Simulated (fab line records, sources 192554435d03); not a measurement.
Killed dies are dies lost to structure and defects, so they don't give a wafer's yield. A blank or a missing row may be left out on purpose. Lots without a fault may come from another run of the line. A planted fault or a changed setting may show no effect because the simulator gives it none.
Which tool did it? | flow n5_finfet | 11 lots, 33 wafers sampled, at 2 steps of a route of 1938

WHAT THE GAUGES READ, wafer by wafer
N5_BEOL_M13_RS_MEAS_54: measures by four-point-probe.
lot  | measured     | on            | M13_RS (ohm/sq)
L515 | day 13 01:59 | film_metro-01 | 0.0444 0.0445 0.0446
L514 | day 13 03:11 | film_metro-02 | 0.0446 0.0446 0.0461
L517 | day 13 23:09 | film_metro-02 | 0.0449 0.0450 0.0450
L521 | day 14 12:41 | film_metro-02 | 0.0444 0.0456 0.0461
L528 | day 16 13:35 | film_metro-01 | 0.0450 0.0446 0.0442
L525 | day 16 16:10 | film_metro-01 | 0.0450 0.0446 0.0448
L533 | day 16 23:04 | film_metro-01 | 0.0447 0.0459 0.0458
L532 | day 17 20:46 | film_metro-01 | 0.0437 0.0436 0.0444
L534 | day 18 00:01 | film_metro-01 | 0.0448 0.0448 0.0445
L535 | day 18 14:08 | film_metro-01 | 0.0447 0.0446 0.0448
L537 | day 19 12:18 | film_metro-01 | 0.0447 0.0444 0.0449

N5_BEOL_M14_OVL_MEAS_11.
lot  | measured     | on         | V13_OVL (nm)
L515 | day 13 02:43 | overlay-01 | -5 -3 -9
L514 | day 13 03:46 | overlay-02 | 5 3 3
L517 | day 13 23:44 | overlay-02 | -8 -2 -10
L521 | day 14 13:17 | overlay-02 | 7 1 -6
L528 | day 16 14:11 | overlay-01 | 2 6 5
L525 | day 16 16:52 | overlay-02 | -1 4 9
L533 | day 16 23:46 | overlay-01 | 7 6 0
L532 | day 17 21:29 | overlay-01 | 7 -2 -1
L534 | day 18 00:37 | overlay-01 | -2 -6 -9
L535 | day 18 14:43 | overlay-01 | -6 -3 -8
L537 | day 19 13:01 | overlay-02 | 4 2 7

WHICH TOOL RAN EACH LOT (tool, then ch and the chambers of the sampled wafers, then the start)
The record holds no process step before these readings.

WHAT THE TOOLS THEMSELVES READ (means of the sampled wafers that have a number; where no wafer has one, the mark that the record gives instead)
The record holds no such reading with a usual standard deviation.

THE ANSWER, worked out from the rows above alone
Rule: what is usual is taken from the lots themselves. Put in order of their means at a reading, lots are off if they are a third of the lots or fewer, leave a main group of 4 or more, and stand apart from it by a gap of 3 or more times the standard deviation of the main group's means; of several such gaps the widest counts. A main group whose means are all the same, to the digits that the tables above print for the reading, isn't used. A lot without any number at a reading at which 4 lots or more have one is off too. The other lots that the step has rows for count as sound. The gauges are gone through in route order, then the tools' own readings, and for those a lot's mean is taken as printed above. The first step at which some lot is off is used, and at that step the reading that is off furthest; a lot without a number counts as furthest.
No lot is off at any reading shown: from this, nothing can be told.

WHAT THE SIMULATOR HAD PUT IN
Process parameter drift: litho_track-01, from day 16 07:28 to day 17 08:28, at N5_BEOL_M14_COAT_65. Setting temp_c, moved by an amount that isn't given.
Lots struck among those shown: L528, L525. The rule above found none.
